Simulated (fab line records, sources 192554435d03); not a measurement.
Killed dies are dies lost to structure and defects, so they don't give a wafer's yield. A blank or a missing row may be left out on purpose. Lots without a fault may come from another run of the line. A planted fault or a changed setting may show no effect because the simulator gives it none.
Chamber matching | flow n5_finfet | N5_FIN_SAQP_PECVD_47 on pecvd-01: 3 sister chambers
The step deposits a-Si from SiH4/He, target thk 45 nm, time 36.3 s. 6 wafers are shown with their chamber, then 7 later ones without.

WAFERS WITH THEIR CHAMBER
wafer  | chamber | showerhead_plenum_p_Torr (Torr) | throttle_valve_pct (%)
L082.5 | 2       | 5.73                            | 17.5
L087.1 | 2       | 5.71                            | 17.6
L087.2 | 1       | 5.66                            | 18.6
L087.6 | 1       | 5.65                            | 18.4
L092.4 | 0       | 5.65                            | 17.1
L092.5 | 0       | 5.65                            | 17.0

WAFERS WITHOUT THEIR CHAMBER
wafer  | showerhead_plenum_p_Torr (Torr) | throttle_valve_pct (%)
L092.6 | 5.67                            | 19.0
L094.1 | 5.70                            | 16.4
L094.2 | 5.66                            | 18.7
L094.3 | 5.66                            | 17.3
L097.1 | 5.66                            | 17.1
L097.5 | 5.65                            | 17.1
L097.6 | 5.65                            | 18.6

WHICH CHAMBER EACH WENT THROUGH
wafer  | from the rows above | in truth
L092.6 | 1                   | 1
L094.1 | 0                   | 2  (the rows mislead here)
L094.2 | 1                   | 1
L094.3 | 0                   | 0
L097.1 | 0                   | 0
L097.5 | 0                   | 0
L097.6 | 1                   | 1
Placed correctly: 6 of 7. Can't be placed from these rows: 0. Placed wrongly: 1.
How it was worked out, from the rows above alone: a wafer's distance from a chamber is the root of the sum, over the readings, of the square of ((its reading less the chamber's mean) divided by the reading's scatter). The wafer belongs to the nearest chamber; if the next one is less than 2 further off, it can't be placed. A chamber's mean is the mean of its shown wafers. The scatter: the root of (the sum of the squares of (reading less its chamber's mean) over the shown wafers, divided by (wafers less chambers)).
